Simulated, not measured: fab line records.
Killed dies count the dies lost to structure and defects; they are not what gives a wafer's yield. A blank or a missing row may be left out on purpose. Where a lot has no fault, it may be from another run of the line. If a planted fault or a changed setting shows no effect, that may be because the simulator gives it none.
Lot-split experiment || flow n5Finfet || route with 1938 steps; 7 lots, 21 wafers read

== ABOUT THE SPLIT ==
At N5_HKMG_FIN_COAT_06 (resist thk 90 nm), the setting spinRpm was moved away from the recipe's 1500 rpm on 5 of the 21 wafers read, by -9.1% to +10.7%. For the rest of the wafers, this setting stayed at what the recipe calls for.

Split to reading: the file shows no intervening step.

== THE READING ==
CAR-ArF_of_HKMG_FIN_COAT_06.thkNm (the simulator's own value, which no gauge read), in nm, at N5_HKMG_FIN_DEVELOP_11 (develop time 30 s). The file gives no usual value for it. Across the 16 wafers here that went through the recipe, the average is 88.4 nm and the standard deviation 0.18 nm.

{"wafer": "L074.1", "tool, chamber at the split": "lithoTrack-05, 0", "spinRpm as run, rpm": 1500, "against the recipe": "recipe", "CAR-ArF_of_HKMG_FIN_COAT_06.thkNm, nm": 88.4, "against lot-mates on the recipe": "-"}
{"wafer": "L074.2", "tool, chamber at the split": "lithoTrack-05, 0", "spinRpm as run, rpm": 1500, "against the recipe": "recipe", "CAR-ArF_of_HKMG_FIN_COAT_06.thkNm, nm": 88.4, "against lot-mates on the recipe": "-"}
{"wafer": "L074.6", "tool, chamber at the split": "lithoTrack-05, 0", "spinRpm as run, rpm": 1500, "against the recipe": "recipe", "CAR-ArF_of_HKMG_FIN_COAT_06.thkNm, nm": 88.4, "against lot-mates on the recipe": "-"}
{"wafer": "L076.1", "tool, chamber at the split": "lithoTrack-02, 0", "spinRpm as run, rpm": 1660, "against the recipe": "+10.7%", "CAR-ArF_of_HKMG_FIN_COAT_06.thkNm, nm": 84, "against lot-mates on the recipe": -4.8}
{"wafer": "L076.3", "tool, chamber at the split": "lithoTrack-02, 0", "spinRpm as run, rpm": 1500, "against the recipe": "recipe", "CAR-ArF_of_HKMG_FIN_COAT_06.thkNm, nm": 88.8, "against lot-mates on the recipe": "-"}
{"wafer": "L076.6", "tool, chamber at the split": "lithoTrack-02, 0", "spinRpm as run, rpm": 1660, "against the recipe": "+10.7%", "CAR-ArF_of_HKMG_FIN_COAT_06.thkNm, nm": 84, "against lot-mates on the recipe": -4.8}
{"wafer": "L079.2", "tool, chamber at the split": "lithoTrack-02, 0", "spinRpm as run, rpm": 1609, "against the recipe": "+7.3%", "CAR-ArF_of_HKMG_FIN_COAT_06.thkNm, nm": 85.6, "against lot-mates on the recipe": -2.9}
{"wafer": "L079.4", "tool, chamber at the split": "lithoTrack-02, 0", "spinRpm as run, rpm": 1500, "against the recipe": "recipe", "CAR-ArF_of_HKMG_FIN_COAT_06.thkNm, nm": 88.4, "against lot-mates on the recipe": "-"}
{"wafer": "L079.6", "tool, chamber at the split": "lithoTrack-02, 0", "spinRpm as run, rpm": 1500, "against the recipe": "recipe", "CAR-ArF_of_HKMG_FIN_COAT_06.thkNm, nm": 88.6, "against lot-mates on the recipe": "-"}
{"wafer": "L081.3", "tool, chamber at the split": "lithoTrack-04, 0", "spinRpm as run, rpm": 1500, "against the recipe": "recipe", "CAR-ArF_of_HKMG_FIN_COAT_06.thkNm, nm": 88.4, "against lot-mates on the recipe": "-"}
{"wafer": "L081.6", "tool, chamber at the split": "lithoTrack-04, 0", "spinRpm as run, rpm": 1500, "against the recipe": "recipe", "CAR-ArF_of_HKMG_FIN_COAT_06.thkNm, nm": 88.4, "against lot-mates on the recipe": "-"}
{"wafer": "L081.4", "tool, chamber at the split": "lithoTrack-04, 0", "spinRpm as run, rpm": 1500, "against the recipe": "recipe", "CAR-ArF_of_HKMG_FIN_COAT_06.thkNm, nm": 88.6, "against lot-mates on the recipe": "-"}
{"wafer": "L095.1", "tool, chamber at the split": "lithoTrack-05, 0", "spinRpm as run, rpm": 1500, "against the recipe": "recipe", "CAR-ArF_of_HKMG_FIN_COAT_06.thkNm, nm": 88.2, "against lot-mates on the recipe": "-"}
{"wafer": "L095.4", "tool, chamber at the split": "lithoTrack-05, 0", "spinRpm as run, rpm": 1500, "against the recipe": "recipe", "CAR-ArF_of_HKMG_FIN_COAT_06.thkNm, nm": 88.2, "against lot-mates on the recipe": "-"}
{"wafer": "L095.5", "tool, chamber at the split": "lithoTrack-05, 0", "spinRpm as run, rpm": 1500, "against the recipe": "recipe", "CAR-ArF_of_HKMG_FIN_COAT_06.thkNm, nm": 88.4, "against lot-mates on the recipe": "-"}
{"wafer": "L094.1", "tool, chamber at the split": "lithoTrack-04, 0", "spinRpm as run, rpm": 1500, "against the recipe": "recipe", "CAR-ArF_of_HKMG_FIN_COAT_06.thkNm, nm": 88.8, "against lot-mates on the recipe": "-"}
{"wafer": "L094.3", "tool, chamber at the split": "lithoTrack-04, 0", "spinRpm as run, rpm": 1363, "against the recipe": "-9.1%", "CAR-ArF_of_HKMG_FIN_COAT_06.thkNm, nm": 93, "against lot-mates on the recipe": "+4.4"}
{"wafer": "L094.6", "tool, chamber at the split": "lithoTrack-04, 0", "spinRpm as run, rpm": 1500, "against the recipe": "recipe", "CAR-ArF_of_HKMG_FIN_COAT_06.thkNm, nm": 88.4, "against lot-mates on the recipe": "-"}
{"wafer": "L097.1", "tool, chamber at the split": "lithoTrack-04, 0", "spinRpm as run, rpm": 1500, "against the recipe": "recipe", "CAR-ArF_of_HKMG_FIN_COAT_06.thkNm, nm": 88.4, "against lot-mates on the recipe": "-"}
{"wafer": "L097.2", "tool, chamber at the split": "lithoTrack-04, 0", "spinRpm as run, rpm": 1500, "against the recipe": "recipe", "CAR-ArF_of_HKMG_FIN_COAT_06.thkNm, nm": 88.2, "against lot-mates on the recipe": "-"}
{"wafer": "L097.5", "tool, chamber at the split": "lithoTrack-04, 0", "spinRpm as run, rpm": 1556, "against the recipe": "+3.7%", "CAR-ArF_of_HKMG_FIN_COAT_06.thkNm, nm": 87, "against lot-mates on the recipe": -1.3}

THE FIT
A straight line over all 21 wafers: CAR-ArF_of_HKMG_FIN_COAT_06.thkNm changes by -0.434 nm for each +1% of spinRpm; r = -0.99; the points scatter about the line by 0.22 nm.
The same after taking each lot's own level away (the mean of its wafers on the recipe; 21 wafers): -0.449 nm for each +1%; r = -1.00; scatter 0.16 nm.
Per that fit: largest spinRpm move, reading shift of 4.8 nm.
From 88.27 to 88.80 nm: that is the span of the lots' own levels, equal to 3.0 times the standard deviation above.
The two slopes agree, so the slope changes little with the lot-to-lot level.
Check: -4.72 nm against its lot-mates is what the line predicts for one of the wafers moved furthest among these (+10.7%) when that wafer is left out of the fit. Against them it came out at -4.8 nm.

== THE OTHER SPLITS THESE WAFERS WENT THROUGH ==
These wafers also went through other splits before the reading. Each is held against what the fit with the lots' levels taken away leaves over:
{"other split on the same wafers": "N5_ILD0_CMP_12 downForcePsi", "wafers away from the commonest value": 5, "r with CAR-ArF_of_HKMG_FIN_COAT_06.thkNm (lot level and that fit taken away)": "+0.08"}
{"other split on the same wafers": "N5_SDB_COAT_05 spinRpm", "wafers away from the commonest value": 6, "r with CAR-ArF_of_HKMG_FIN_COAT_06.thkNm (lot level and that fit taken away)": "+0.06"}

== THE WHOLE CHAIN: every reading that the file lists as answering this split, in the file's order ==
{"step": "N5_HKMG_FIN_COAT_06", "what it does": "resist thk 90 nm", "reading": "CAR-ArF_of_HKMG_FIN_COAT_06.thkNm (the simulator's own value, which no gauge read)", "change (the file's fit)": "-0.445 nm for each +1% of the setting", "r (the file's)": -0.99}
{"step": "N5_HKMG_FIN_DEVELOP_11", "what it does": "develop time 30 s", "reading": "CAR-ArF_of_HKMG_FIN_COAT_06.thkNm (the simulator's own value, which no gauge read)", "change (the file's fit)": "-0.444 nm for each +1% of the setting", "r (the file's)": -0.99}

== THE FILE'S OWN FIT ==
CAR-ArF_of_HKMG_FIN_COAT_06.thkNm changes by -0.444 nm for each +1% of spinRpm, r = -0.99.
